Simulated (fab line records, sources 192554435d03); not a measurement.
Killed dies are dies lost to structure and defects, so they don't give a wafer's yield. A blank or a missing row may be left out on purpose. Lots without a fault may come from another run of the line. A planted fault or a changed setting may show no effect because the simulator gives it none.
Chamber matching | flow n5_finfet | N5_HKMG_FIN_ETCH_31 on rie_diel-05: 4 sister chambers
The step etches SiARC in CF4, target depth 45.5 nm, time 75.8 s. 8 wafers are shown with their chamber, then 9 later ones without.

WAFERS WITH THEIR CHAMBER
wafer  | chamber | drypump_motor_current_A (A) | throttle_valve_pct (%)
L086.1 | 0       | 6.1                         | 15.55
L086.5 | 2       | 6.3                         | 15.57
L087.1 | 2       | 6.4                         | 15.54
L089.1 | 3       | 5.6                         | 15.33
L089.5 | 0       | 6.1                         | 15.57
L090.2 | 3       | 5.6                         | 15.31
L090.4 | 1       | 5.2                         | 15.94
L090.6 | 1       | 5.2                         | 15.95

WAFERS WITHOUT THEIR CHAMBER
wafer  | drypump_motor_current_A (A) | throttle_valve_pct (%)
L091.1 | 5.6                         | 15.33
L091.2 | 6.4                         | 15.58
L091.6 | 5.2                         | 15.96
L095.1 | 6.1                         | 15.59
L095.3 | 5.2                         | 15.43
L095.6 | 6.1                         | 15.59
L096.2 | 6.1                         | 15.58
L096.3 | 6.3                         | 15.61
L096.6 | 6.1                         | 15.60

WHICH CHAMBER EACH WENT THROUGH
wafer  | from the rows above | in truth
L091.1 | 3                   | 3
L091.2 | 2                   | 2
L091.6 | 1                   | 1
L095.1 | 0                   | 0
L095.3 | 3                   | 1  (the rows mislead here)
L095.6 | 0                   | 0
L096.2 | 0                   | 0
L096.3 | 2                   | 2
L096.6 | 0                   | 0
Placed correctly: 8 of 9. Can't be placed from these rows: 0. Placed wrongly: 1.
How it was worked out, from the rows above alone: a wafer's distance from a chamber is the root of the sum, over the readings, of the square of ((its reading less the chamber's mean) divided by the reading's scatter). The wafer belongs to the nearest chamber; if the next one is less than 2 further off, it can't be placed. A chamber's mean is the mean of its shown wafers. The scatter: the root of (the sum of the squares of (reading less its chamber's mean) over the shown wafers, divided by (wafers less chambers)).
